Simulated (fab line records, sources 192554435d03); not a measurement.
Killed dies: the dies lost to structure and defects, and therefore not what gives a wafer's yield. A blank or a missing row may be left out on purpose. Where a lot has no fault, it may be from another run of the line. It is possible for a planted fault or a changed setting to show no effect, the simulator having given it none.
fab line records + flow n5-finfet
record
- lots=6
- wafers=18
- last-day=17
route steps=1938 shown BEOL_M3@960 BEOL_M4@1111
lots untouched by any fault: they come from a run of this same line in which no faults occurred
start-h: hours from the record's first day to the start of the lot's first wafer shown + wait-h: time in hours since the lot's previous step + " same as the row above + L1.1+2: a single row standing in for several wafers + - value missing, or start not given + * or withheld: withheld + < > ~ a bound
route shown NAME@n: NAME is a module with steps in the file, n the number in the route of the first one + usual: mean and standard deviation over wafers with no fault + same: alike in all rows + chamber/n: place in a boat + sites: readings site by site + _std_site: standard deviation across them + _edge_site: the outer-site mean with the inner-site mean subtracted + radius-mm: for every site, how far away it sits from the centre of the wafer + mask NAME#n: copy n + behind: tool/chamber where the wafer was last shaped + hold: the reason the lot was held/the length of the hold in hours/how it ended + device: transistor that didn't switch, given as n, p or np + end of line: tests of these same wafers at the route's end + a step without rows: its recipe alone + killed: at the first sort, the dies lost to defects and structure; wafer yield is something else + map: a wafer's dies, x killed, . not, _ none there
set.NAME: the setting as run; set.NAME@STEP: as run at that earlier step + model.NAME: the simulator's own value behind a step, which no gauge read
lots at some steps of the route; a table a step, a row a wafer
services: when a tool's chamber went out of use (start-h, in hours from the record's first day, below 0 if earlier), for how many hours, and the reason
## steps
# step N5_BEOL_M3_COAT_22
# recipe
- resist=CAR-EUV
- spin-rpm=1500
- resist-thk-nm=30
# step N5_BEOL_M3_EBR_24
# recipe
- solvent=PGMEA
- ebr-width-mm=1.5
# step N5_BEOL_M3_SOFTBAKE_23
# recipe
- temp-c=110
- time-s=60
- resist=CAR-EUV
# step N5_BEOL_M3_EXPOSE_25
# recipe
- mask-id=V2
- na=0.33
- source-shape=quasar
- sigma-inner=0.2
- sigma-outer=0.8
- polarization=unpolarized
- defocus-nm=5
- dose-mj=63
# step N5_BEOL_M3_PEB_26
# recipe
- peb-temp-c=100
- peb-time-s=60
- resist=CAR-EUV
# step N5_BEOL_M3_DEVELOP_27
# recipe
- develop-time-s=30
- developer=TMAH
- resist=CAR-EUV
- rinse-liquid=surfactant-rinse
- dry=air-spin
- dev-temp-c=23
# step N5_BEOL_M3_CD_MEAS_28
# recipe
- target-cd-nm=25.7
- landing-energy-ev=500
- detector=se-inlens
- target-cd-y-nm=23.3
- polarity=opening
# usual
- cd-nm=25.74/0.22
| lot.wafer | tool      | chamber | start-h | wait-h | cd-nm |
|-----------|-----------|---------|---------|--------|-------|
| L725.2    | cd-sem-02 | 0       | 163.02  | -      | 25.86 |
| L725.4    | "         | 0       | "       | "      | 25.91 |
| L725.6    | "         | 0       | "       | "      | 25.55 |
| L727.2    | cd-sem-02 | 0       | 183.27  | -      | 25.73 |
| L727.3    | "         | 0       | "       | "      | 25.48 |
| L727.6    | "         | 0       | "       | "      | 25.45 |
| L726.2    | cd-sem-02 | 0       | 188.73  | -      | 25.58 |
| L726.3    | "         | 0       | "       | "      | 25.76 |
| L726.4    | "         | 0       | "       | "      | 25.95 |
| L735.2    | cd-sem-02 | 0       | 228.42  | -      | 26.58 |
| L735.5    | "         | 0       | "       | "      | 26.43 |
| L735.6    | "         | 0       | "       | "      | 25.92 |
| L744.1    | cd-sem-02 | 0       | 282.90  | -      | 25.63 |
| L744.2    | "         | 0       | "       | "      | 26.06 |
| L744.4    | "         | 0       | "       | "      | 25.54 |
| L743.2    | cd-sem-03 | 0       | 286.84  | -      | 25.84 |
| L743.3    | "         | 0       | "       | "      | 25.65 |
| L743.4    | "         | 0       | "       | "      | 25.45 |
# step N5_BEOL_M3_OVL_MEAS_29
# recipe
- points-per-wafer=522
# usual
- V2_OVL=-0.1/0.61
# same
- points-per-wafer=522
| lot.wafer | tool       | chamber | start-h | wait-h | V2_OVL[nm] |
|-----------|------------|---------|---------|--------|------------|
| L725.2    | overlay-01 | 0       | 163.05  | 0.0    | -0.5       |
| L725.4    | "          | 0       | "       | "      | 0.2        |
| L725.6    | "          | 0       | "       | "      | -0.6       |
| L727.2    | overlay-01 | 0       | 183.30  | 0.0    | -1.1       |
| L727.3    | "          | 0       | "       | "      | 0.4        |
| L727.6    | "          | 0       | "       | "      | -0.3       |
| L726.2    | overlay-02 | 0       | 188.77  | 0.0    | 0.0        |
| L726.3    | "          | 0       | "       | "      | -1.4       |
| L726.4    | "          | 0       | "       | "      | -1.2       |
| L735.2    | overlay-02 | 0       | 228.45  | 0.0    | 0.2        |
| L735.5    | "          | 0       | "       | "      | 0.0        |
| L735.6    | "          | 0       | "       | "      | 0.7        |
| L744.1    | overlay-01 | 0       | 282.93  | 0.0    | -1.2       |
| L744.2    | "          | 0       | "       | "      | -0.3       |
| L744.4    | "          | 0       | "       | "      | 0.0        |
| L743.2    | overlay-01 | 0       | 286.87  | 0.0    | 0.2        |
| L743.3    | "          | 0       | "       | "      | -0.2       |
| L743.4    | "          | 0       | "       | "      | -0.7       |
# step N5_BEOL_M3_INSPECT_30
# recipe
- mode=adi
- inspect-instrument=brightfield
# usual
- raw-defect-count=441/120
| lot.wafer | tool              | chamber | start-h | wait-h | raw-defect-count |
|-----------|-------------------|---------|---------|--------|------------------|
| L725.2    | defect-inspect-01 | -       | 163.10  | 0.0    | 255              |
| L725.4    | "                 | -       | "       | "      | 337              |
| L725.6    | "                 | -       | "       | "      | 316              |
| L727.2    | defect-inspect-01 | -       | 183.35  | 0.0    | 498              |
| L727.3    | "                 | -       | "       | "      | 467              |
| L727.6    | "                 | -       | "       | "      | 610              |
| L726.2    | defect-inspect-01 | -       | 188.82  | 0.0    | 378              |
| L726.3    | "                 | -       | "       | "      | 388              |
| L726.4    | "                 | -       | "       | "      | 400              |
| L735.2    | defect-inspect-01 | -       | 228.50  | 0.0    | 424              |
| L735.5    | "                 | -       | "       | "      | 315              |
| L735.6    | "                 | -       | "       | "      | 335              |
| L744.1    | defect-inspect-02 | -       | 282.99  | 0.1    | 370              |
| L744.2    | "                 | -       | "       | "      | 645              |
| L744.4    | "                 | -       | "       | "      | 546              |
| L743.2    | defect-inspect-02 | -       | 286.92  | 0.0    | 406              |
| L743.3    | "                 | -       | "       | "      | 457              |
| L743.4    | "                 | -       | "       | "      | 413              |
# step N5_BEOL_M3_DESCUM_33
# recipe
- chemistry=O2
- time-s=7
- source-power-w=50
- bias-power-w=20
- pressure-mtorr=20
- rf-frequency-hz=2.712e+07
- temp-c=40
- resist=CAR-EUV
- o2-flow-sccm=225
# usual
- bias-power-w=20.02/0.058
- drypump-motor-current-A=5.7/0.54
- o2-flow-sccm=225.0/0.6
- oes-product-au=0.75/0.08
- rf-vpp-V=243.0/1.2
- showerhead-plenum-p-Torr=2.09/0.065
- throttle-valve-pct=20.53/0.28
| lot.wafer | tool        | chamber | start-h | wait-h | bias-power-w | drypump-motor-current-A | o2-flow-sccm | oes-product-au | rf-hours-counter-h | rf-vpp-V | showerhead-plenum-p-Torr | throttle-valve-pct |
|-----------|-------------|---------|---------|--------|--------------|-------------------------|--------------|----------------|--------------------|----------|--------------------------|--------------------|
| L725.2    | rie-diel-02 | 1       | 163.23  | 0.1    | 19.96        | 5.9                     | 225.5        | 0.99           | 2                  | 245.4    | 2.23                     | 19.98              |
| L725.4    | "           | 2       | "       | "      | 20.00        | 5.6                     | 225.1        | 0.76           | 132                | 243.1    | 2.11                     | 20.25              |
| L725.6    | "           | 2       | "       | "      | 20.04        | 5.6                     | 225.7        | 0.76           | -                  | 243.1    | 2.11                     | 20.25              |
| L727.2    | rie-diel-04 | 0       | 183.39  | 0.0    | 19.98        | 6.1                     | 224.3        | 0.72           | 181                | 243.6    | 2.09                     | 20.59              |
| L727.3    | "           | 1       | "       | "      | 19.98        | 6.6                     | 225.4        | 0.77           | 161                | 240.3    | 2.01                     | 20.60              |
| L727.6    | "           | 0       | "       | "      | 19.93        | 6.1                     | 223.7        | 0.72           | -                  | 241.1    | 2.09                     | 20.58              |
| L726.2    | rie-diel-05 | 2       | 188.86  | 0.0    | 20.06        | 5.5                     | 223.6        | 0.69           | 244                | 243.6    | 2.05                     | 20.37              |
| L726.3    | "           | 3       | "       | "      | 19.95        | 5.6                     | 224.8        | 0.71           | 201                | 242.4    | 2.07                     | 20.95              |
| L726.4    | "           | 1       | "       | "      | 19.99        | 6.7                     | 225.0        | 0.71           | 209                | 242.2    | 2.07                     | 20.66              |
| L735.2    | rie-diel-02 | 0       | 228.54  | 0.0    | 20.07        | 6.0                     | 225.4        | 0.70           | 228                | 243.0    | 2.06                     | 20.84              |
| L735.5    | "           | 3       | "       | "      | 20.06        | 4.7                     | 226.2        | 0.72           | -                  | 243.8    | 2.08                     | 20.69              |
| L735.6    | "           | 2       | "       | "      | 20.01        | 5.6                     | 225.2        | 0.74           | -                  | 242.2    | 2.10                     | 20.27              |
| L744.1    | rie-diel-05 | 0       | 283.03  | 0.0    | 20.00        | 5.4                     | 224.9        | 0.67           | 244                | 243.5    | 2.06                     | 20.59              |
| L744.2    | "           | 2       | "       | "      | 20.03        | 5.5                     | 224.5        | 0.90           | 16                 | 240.8    | 2.04                     | 20.03              |
| L744.4    | "           | 1       | "       | "      | 20.07        | 6.7                     | 225.5        | 0.68           | 238                | 242.4    | 2.06                     | 20.71              |
| L743.2    | rie-diel-04 | 1       | 286.96  | 0.0    | 20.06        | 6.6                     | 225.6        | 0.74           | 195                | 242.3    | 1.99                     | 20.64              |
| L743.3    | "           | 3       | "       | "      | 20.00        | 5.7                     | 223.9        | 0.93           | 18                 | 245.8    | 2.23                     | 20.44              |
| L743.4    | "           | 2       | "       | "      | 19.96        | 5.5                     | 225.1        | 0.74           | 200                | 243.8    | 2.17                     | 20.55              |
# step N5_BEOL_M3_ETCH_77
# recipe
- chemistry=N2/H2
- target=underlayer
- target-depth-a=65
- mask-material=CAR-EUV
- time-s=5.2
- ion-energy-ev=200
- pressure-mtorr=30
- source-w=840
- bias-w=150
- n2-flow-sccm=200
- h2-flow-sccm=200
- ends=cleared
# usual
- drypump-motor-current-A=5.8/0.54
- etch-rf-on-time-s=5.21/0.084
- oes-product-au=0.64/0.068
- rf-vpp-V=523.8/2.5
- showerhead-plenum-p-Torr=2.54/0.082
- throttle-valve-pct=17.96/0.27
| lot.wafer | tool        | chamber | start-h | wait-h | drypump-motor-current-A | etch-rf-on-time-s | oes-product-au | rf-hours-counter-h | rf-vpp-V | showerhead-plenum-p-Torr | throttle-valve-pct |
|-----------|-------------|---------|---------|--------|-------------------------|-------------------|----------------|--------------------|----------|--------------------------|--------------------|
| L725.2    | rie-diel-02 | 1       | 163.26  | 0.0    | 5.9                     | 5.20              | 0.84           | 2                  | 529.1    | 2.73                     | 17.48              |
| L725.4    | "           | 2       | "       | "      | 5.6                     | 5.23              | 0.64           | 132                | 523.8    | 2.56                     | 17.63              |
| L725.6    | "           | 2       | "       | "      | 5.6                     | 5.19              | 0.64           | -                  | 522.9    | 2.56                     | 17.63              |
| L727.2    | rie-diel-04 | 0       | 183.42  | 0.0    | 6.1                     | 5.24              | 0.62           | 181                | 522.6    | 2.52                     | 17.90              |
| L727.3    | "           | 1       | "       | "      | 6.6                     | 5.16              | 0.65           | 161                | 520.1    | 2.44                     | 18.06              |
| L727.6    | "           | 0       | "       | "      | 6.1                     | 5.23              | 0.62           | -                  | 523.4    | 2.52                     | 17.87              |
| L726.2    | rie-diel-05 | 2       | 188.89  | 0.0    | 5.5                     | 5.34              | 0.60           | 244                | 522.7    | 2.50                     | 17.95              |
| L726.3    | "           | 3       | "       | "      | 5.6                     | 5.42              | 0.60           | 201                | 523.4    | 2.52                     | 18.32              |
| L726.4    | "           | 1       | "       | "      | 6.8                     | 5.03              | 0.60           | 209                | 523.7    | 2.52                     | 18.06              |
| L735.2    | rie-diel-02 | 0       | 228.57  | 0.0    | 6.0                     | 5.30              | 0.59           | 228                | 521.3    | 2.51                     | 18.37              |
| L735.5    | "           | 3       | "       | "      | 4.8                     | 5.20              | 0.62           | -                  | 523.4    | 2.52                     | 18.12              |
| L735.6    | "           | 2       | "       | "      | 5.6                     | 5.18              | 0.64           | -                  | 522.3    | 2.55                     | 17.67              |
| L744.1    | rie-diel-05 | 0       | 283.06  | 0.0    | 5.4                     | 5.21              | 0.57           | 244                | 520.4    | 2.51                     | 18.03              |
| L744.2    | "           | 2       | "       | "      | 5.5                     | 5.15              | 0.77           | 16                 | 523.2    | 2.50                     | 17.59              |
| L744.4    | "           | 1       | "       | "      | 6.7                     | 5.16              | 0.58           | 238                | 522.3    | 2.50                     | 18.14              |
| L743.2    | rie-diel-04 | 1       | 286.99  | 0.0    | 6.7                     | 5.15              | 0.62           | 195                | 520.6    | 2.42                     | 18.15              |
| L743.3    | "           | 3       | "       | "      | 5.7                     | 5.13              | 0.80           | 18                 | 529.2    | 2.70                     | 17.79              |
| L743.4    | "           | 2       | "       | "      | 5.5                     | 5.20              | 0.63           | 200                | 527.4    | 2.63                     | 17.91              |
# step N5_BEOL_M3_ETCH_69
# recipe
- chemistry=CF4
- target=SiARC
- target-depth-a=156
- mask-material=CAR-EUV
- time-s=26
- ion-energy-ev=80
- pressure-mtorr=40
- source-w=545
- bias-w=36
- Ar_flow_sccm=100
- cf4-flow-sccm=100
- ends=cleared
# usual
- drypump-motor-current-A=5.7/0.54
- etch-rf-on-time-s=26.0/0.45
- oes-product-au=0.64/0.068
- rf-vpp-V=184.1/1.1
- showerhead-plenum-p-Torr=2.14/0.065
- throttle-valve-pct=15.74/0.28
| lot.wafer | tool        | chamber | start-h | wait-h | drypump-motor-current-A | etch-rf-on-time-s | oes-product-au | rf-hours-counter-h | rf-vpp-V | showerhead-plenum-p-Torr | throttle-valve-pct |
|-----------|-------------|---------|---------|--------|-------------------------|-------------------|----------------|--------------------|----------|--------------------------|--------------------|
| L725.2    | rie-diel-02 | 1       | 163.28  | 0.0    | 5.9                     | 25.7              | 0.84           | 2                  | 186.4    | 2.29                     | 15.22              |
| L725.4    | "           | 2       | "       | "      | 5.6                     | 25.8              | 0.65           | 132                | 184.4    | 2.15                     | 15.40              |
| L725.6    | "           | 2       | "       | "      | 5.6                     | 25.9              | 0.65           | -                  | 185.6    | 2.15                     | 15.39              |
| L727.2    | rie-diel-04 | 0       | 183.44  | 0.0    | 6.1                     | 26.2              | 0.61           | 181                | 184.6    | 2.14                     | 15.81              |
| L727.3    | "           | 1       | "       | "      | 6.6                     | 25.6              | 0.66           | 161                | 183.4    | 2.06                     | 15.76              |
| L727.6    | "           | 0       | "       | "      | 6.1                     | 26.3              | 0.62           | -                  | 184.9    | 2.13                     | 15.80              |
| L726.2    | rie-diel-05 | 2       | 188.91  | 0.0    | 5.5                     | 26.4              | 0.59           | 244                | 183.9    | 2.11                     | 15.66              |
| L726.3    | "           | 3       | "       | "      | 5.6                     | 27.1              | 0.60           | 201                | 184.7    | 2.12                     | 16.09              |
| L726.4    | "           | 1       | "       | "      | 6.7                     | 25.6              | 0.60           | 209                | 184.2    | 2.13                     | 15.91              |
| L735.2    | rie-diel-02 | 0       | 228.59  | 0.0    | 6.0                     | 26.1              | 0.60           | 228                | 183.5    | 2.11                     | 16.05              |
| L735.5    | "           | 3       | "       | "      | 4.7                     | 25.6              | 0.63           | -                  | 184.4    | 2.13                     | 15.87              |
| L735.6    | "           | 2       | "       | "      | 5.6                     | 25.8              | 0.64           | -                  | 184.1    | 2.14                     | 15.42              |
| L744.1    | rie-diel-05 | 0       | 283.08  | 0.0    | 5.4                     | 26.4              | 0.57           | 244                | 185.5    | 2.11                     | 15.85              |
| L744.2    | "           | 2       | "       | "      | 5.5                     | 25.6              | 0.78           | 16                 | 184.7    | 2.10                     | 15.22              |
| L744.4    | "           | 1       | "       | "      | 6.7                     | 25.5              | 0.59           | 238                | 184.4    | 2.12                     | 15.96              |
| L743.2    | rie-diel-04 | 1       | 287.01  | 0.0    | 6.6                     | 25.6              | 0.64           | 195                | 182.6    | 2.05                     | 15.83              |
| L743.3    | "           | 3       | "       | "      | 5.7                     | 25.3              | 0.80           | 18                 | 185.5    | 2.27                     | 15.57              |
| L743.4    | "           | 2       | "       | "      | 5.5                     | 25.8              | 0.62           | 200                | 184.2    | 2.21                     | 15.75              |
# step N5_BEOL_M3_ALD_98
# recipe
- material=SiO2
- target-thk-a=25
- temp-c=100
- ald-precursor-family=BDEAS
- ald-co-reactant=O2-plasma
- pulse-time-s=1
- co-reactant-pulse-time-s=1
- purge-time-s=2
- co-reactant-purge-time-s=2
- ald-cycles=17
- pressure-torr=2
# usual
- ald-cycles=17/0
- heater-power-w=78/7.5
- precursor-pulse-height-rel=1.001/0.021
# same
- co-reactant-purge-time-s=2
| lot.wafer | tool       | chamber | start-h | wait-h | ald-cycles | heater-power-w | precursor-pulse-height-rel | model.SiO2_of_BEOL_M3_ALD_98.thk-nm |
|-----------|------------|---------|---------|--------|------------|----------------|----------------------------|-------------------------------------|
| L725.2    | ald-sin-02 | 3       | 163.36  | 0.1    | 17         | 60             | 1.055                      | 2.6                                 |
| L725.4    | "          | 2       | "       | "      | 17         | 77             | 0.964                      | 2.4                                 |
| L725.6    | "          | 0       | "       | "      | 17         | 94             | 1.046                      | 2.4                                 |
| L727.2    | ald-sin-02 | 2       | 183.90  | 0.4    | 17         | 76             | 1.019                      | 2.6                                 |
| L727.3    | "          | 1       | "       | "      | 21         | 71             | 1.002                      | 3.2                                 |
| L727.6    | "          | 1       | "       | "      | 17         | 73             | 0.999                      | 2.6                                 |
| L726.2    | ald-sin-02 | 0       | 188.99  | 0.1    | 17         | 93             | 1.020                      | 2.6                                 |
| L726.3    | "          | 2       | "       | "      | 21         | 79             | 1.021                      | 3.2                                 |
| L726.4    | "          | 1       | "       | "      | 21         | 72             | 1.015                      | 3.2                                 |
| L735.2    | ald-sin-01 | 3       | 228.67  | 0.1    | 17         | 77             | 1.037                      | 2.6                                 |
| L735.5    | "          | 0       | "       | "      | 17         | 76             | 1.013                      | 2.6                                 |
| L735.6    | "          | 3       | "       | "      | 17         | 77             | 0.997                      | 2.4                                 |
| L744.1    | ald-sin-01 | 0       | 283.38  | 0.3    | 17         | 75             | 1.022                      | 2.4                                 |
| L744.2    | "          | 3       | "       | "      | 17         | 77             | 0.980                      | 2.4                                 |
| L744.4    | "          | 2       | "       | "      | 17         | 74             | 0.980                      | 2.6                                 |
| L743.2    | ald-sin-01 | 3       | 287.40  | 0.4    | 17         | 77             | 0.993                      | 2.6                                 |
| L743.3    | "          | 1       | "       | "      | 17         | 81             | 1.019                      | 2.6                                 |
| L743.4    | "          | 2       | "       | "      | 17         | 73             | 1.023                      | 2.4                                 |
# step N5_BEOL_M3_ETCHBACK_99
# recipe
- chemistry=CHF3
- target=SiO2
- target-depth-a=50
- time-s=10.4
- source-w=215
- bias-w=47
- Ar_flow_sccm=200
- CHF3_flow_sccm=12
- ion-energy-ev=100
- pressure-mtorr=30
# usual
- CHF3_flow_sccm=12.00/0.035
- drypump-motor-current-A=5.7/0.52
- oes-product-au=0.77/0.095
- rf-vpp-V=241.3/2.9
- showerhead-plenum-p-Torr=2.17/0.077
- throttle-valve-pct=17.17/0.26
| lot.wafer | tool        | chamber | start-h | wait-h | CHF3_flow_sccm | drypump-motor-current-A | oes-product-au | rf-hours-counter-h | rf-vpp-V | showerhead-plenum-p-Torr | throttle-valve-pct |
|-----------|-------------|---------|---------|--------|----------------|-------------------------|----------------|--------------------|----------|--------------------------|--------------------|
| L725.2    | rie-diel-02 | 3       | 166.05  | 2.6    | 11.94          | 4.8                     | 0.74           | 182                | 239.0    | 2.15                     | 17.34              |
| L725.4    | "           | 2       | "       | "      | 12.00          | 5.6                     | 0.75           | 133                | 243.7    | 2.16                     | 16.84              |
| L725.6    | "           | 0       | "       | "      | 12.00          | 6.0                     | 0.71           | -                  | 238.7    | 2.13                     | 17.47              |
| L727.2    | rie-diel-02 | 2       | 186.75  | 2.8    | 12.01          | 5.6                     | 0.75           | 139                | 244.7    | 2.15                     | 16.86              |
| L727.3    | "           | 3       | "       | "      | 11.90          | 4.7                     | 0.74           | 188                | 239.5    | 2.15                     | 17.36              |
| L727.6    | "           | 3       | "       | "      | 11.99          | 4.7                     | 0.74           | -                  | 237.6    | 2.15                     | 17.35              |
| L726.2    | rie-diel-02 | 0       | 199.42  | 10.4   | 12.04          | 6.0                     | 0.70           | 221                | 240.3    | 2.13                     | 17.49              |
| L726.3    | "           | 2       | "       | "      | 12.02          | 5.6                     | 0.75           | 142                | 244.2    | 2.15                     | 16.87              |
| L726.4    | "           | 1       | "       | "      | 11.98          | 5.9                     | 0.94           | 12                 | 244.0    | 2.30                     | 16.71              |
| L735.2    | rie-diel-02 | 1       | 238.45  | 9.7    | 12.00          | 5.9                     | 0.91           | 26                 | 241.7    | 2.29                     | 16.72              |
| L735.5    | "           | 0       | "       | "      | 11.96          | 6.0                     | 0.69           | -                  | 237.7    | 2.12                     | 17.49              |
| L735.6    | "           | 3       | "       | "      | 12.01          | 4.7                     | 0.72           | -                  | 238.8    | 2.14                     | 17.36              |
| L744.1    | rie-diel-02 | 1       | 289.55  | 6.1    | 12.04          | 5.9                     | 0.88           | 40                 | 242.6    | 2.29                     | 16.76              |
| L744.2    | "           | 3       | "       | "      | 12.00          | 4.8                     | 0.71           | 218                | 239.9    | 2.14                     | 17.39              |
| L744.4    | "           | 0       | "       | "      | 11.99          | 6.0                     | 0.69           | 246                | 238.2    | 2.12                     | 17.51              |
| L743.2    | rie-diel-04 | 2       | 290.03  | 2.6    | 12.03          | 5.5                     | 0.73           | 201                | 242.5    | 2.22                     | 17.17              |
| L743.3    | "           | 3       | "       | "      | 12.00          | 5.6                     | 0.93           | 19                 | 245.3    | 2.29                     | 17.08              |
| L743.4    | "           | 1       | "       | "      | 12.04          | 6.6                     | 0.74           | 196                | 237.3    | 2.05                     | 17.26              |
# step N5_BEOL_M4_RC_MEAS_101
# usual
- DIBL_N=36.3/1.2
- DIBL_P=36.3/1.4
- IOFF_N=0.157/0.02
- IOFF_P=0.22/0.033
- ION_N=675/9.6
- ION_P=465/8.2
- SS_N=71.4/0.45
- SS_P=73.3/0.54
- VT_N=249.8/2.5
- VT_P=-249/3.2
| lot.wafer | tool      | chamber | start-h | wait-h | DIBL_N[mV/V] | DIBL_P[mV/V] | IOFF_N[nA/um] | IOFF_P[nA/um] | ION_N[uA/um] | ION_P[uA/um] | SS_N[mV/dec] | SS_P[mV/dec] | VT_N[mV] | VT_P[mV] |
|-----------|-----------|---------|---------|--------|--------------|--------------|---------------|---------------|--------------|--------------|--------------|--------------|----------|----------|
| L725.2    | prober-01 | 0       | 188.04  | 0.2    | 36.7         | 37.2         | 0.161         | 0.19          | 675          | 454          | 70.6         | 72.9         | 250.2    | -252     |
| L725.4    | "         | 0       | "       | "      | 35.9         | 35.8         | 0.147         | 0.18          | 681          | 458          | 71.0         | 72.7         | 248.5    | -250     |
| L725.6    | "         | 0       | "       | "      | 36.0         | 36.6         | 0.156         | 0.19          | 677          | 460          | 71.7         | 73.4         | 249.3    | -250     |
| L727.2    | prober-01 | 0       | 209.24  | 0.2    | 36.1         | 35.9         | 0.161         | 0.24          | 685          | 477          | 70.8         | 73.3         | 249.4    | -245     |
| L727.3    | "         | 0       | "       | "      | 36.7         | 36.7         | 0.175         | 0.25          | 681          | 469          | 72.3         | 73.1         | 248.9    | -251     |
| L727.6    | "         | 0       | "       | "      | 36.7         | 36.8         | 0.176         | 0.24          | 685          | 473          | 72.0         | 73.3         | 247.5    | -250     |
| L726.2    | prober-01 | 0       | 215.79  | 0.2    | 37.1         | 35.8         | 0.157         | 0.22          | 678          | 467          | 72.0         | 73.1         | 252.2    | -249     |
| L726.3    | "         | 0       | "       | "      | 37.9         | 36.4         | 0.161         | 0.22          | 665          | 458          | 71.9         | 73.6         | 247.9    | -249     |
| L726.4    | "         | 0       | "       | "      | 36.8         | 35.4         | 0.151         | 0.20          | 668          | 456          | 71.0         | 72.8         | 250.5    | -250     |
| L735.2    | prober-01 | 0       | 269.58  | 0.2    | 37.1         | 37.2         | 0.183         | 0.26          | 688          | 473          | 71.0         | 73.9         | 245.6    | -246     |
| L735.5    | "         | 0       | "       | "      | 36.2         | 36.6         | 0.171         | 0.24          | 686          | 474          | 70.9         | 73.2         | 247.6    | -247     |
| L735.6    | "         | 0       | "       | "      | 36.9         | 37.6         | 0.184         | 0.25          | 689          | 471          | 71.5         | 73.6         | 245.5    | -246     |
| L743.2    | prober-02 | 0       | 309.13  | 0.2    | 37.2         | 37.4         | 0.182         | 0.25          | 679          | 463          | 71.3         | 73.4         | 245.6    | -245     |
| L743.3    | "         | 0       | "       | "      | 35.6         | 35.7         | 0.150         | 0.21          | 669          | 466          | 70.6         | 73.3         | 248.5    | -246     |
| L743.4    | "         | 0       | "       | "      | 37.5         | 37.6         | 0.181         | 0.25          | 678          | 466          | 71.4         | 73.6         | 247.2    | -247     |
| L744.1    | prober-02 | 0       | 315.03  | 0.0    | 35.3         | 34.1         | 0.138         | 0.21          | 673          | 469          | 70.9         | 74.0         | 251.2    | -247     |
| L744.2    | "         | 0       | "       | "      | 36.9         | 36.3         | 0.167         | 0.25          | 680          | 475          | 71.6         | 73.2         | 248.0    | -246     |
| L744.4    | "         | 0       | "       | "      | 37.5         | 36.9         | 0.182         | 0.25          | 687          | 470          | 71.6         | 74.2         | 248.5    | -246     |
## services
| tool        | chamber | start-h | hours | kind                          |
|-------------|---------|---------|-------|-------------------------------|
| rie-diel-02 | -       | 139.51  | 0.9   | repair                        |
| ald-sin-01  | -       | 189.68  | 4.3   | pm                            |
| rie-diel-02 | 0       | 202.66  | 7.8   | repair                        |
| rie-diel-02 | 2       | 206.69  | 6.6   | repair                        |
| rie-diel-05 | 2       | 209.91  | -     | clean                         |
| rie-diel-05 | 2       | 209.91  | -     | consumable-replace:focus-ring |
| rie-diel-05 | 2       | 209.91  | 14.9  | scheduled-down                |
| rie-diel-05 | 2       | 209.91  | 14.9  | vent-cycle                    |
| rie-diel-04 | 3       | 210.24  | -     | clean                         |
| rie-diel-04 | 3       | 210.24  | -     | consumable-replace:focus-ring |
| rie-diel-04 | 3       | 210.24  | -     | consumable-replace:showerhead |
| rie-diel-04 | 3       | 210.24  | 16.8  | scheduled-down                |
| rie-diel-04 | 3       | 210.24  | 16.8  | vent-cycle                    |
| ald-sin-02  | 3       | 212.69  | 12.1  | repair                        |
| ald-sin-02  | 1       | 221.04  | 5.6   | repair                        |
| ald-sin-02  | 2       | 226.91  | 10.4  | repair                        |
| ald-sin-02  | 0       | 253.08  | 4.4   | repair                        |
| ald-sin-02  | 2       | 264.60  | 10.1  | repair                        |
| rie-diel-02 | 3       | 267.45  | 4.0   | repair                        |
| rie-diel-02 | -       | 275.75  | 2.8   | pm                            |
## key
first-sign
- step=N5_BEOL_M3_ALD_98
- reading=ald-cycles
- direction=up
- sigmas=99+
- usual=*
- struck=*
effect none on later readings
model-effect
- step=N5_BEOL_M3_ALD_98
- value=SiO2_of_BEOL_M3_ALD_98.thk-nm
- without=2.6
- struck=3.2
met-at N5_BEOL_M3_ALD_98
struck-wafers L726.3,L726.4,L727.3
onset-between 163.36 183.90
fault
- kind=process-parameter-drift
- tool=ald-sin-02
- chamber=-
- onset-h=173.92
- steps=N5_BEOL_M3_ALD_98
- channel=ald-cycles
- offset=*
- shape=step
- end-h=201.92
- scope=struck-wafers-only
- acts-in=*
- stated=*
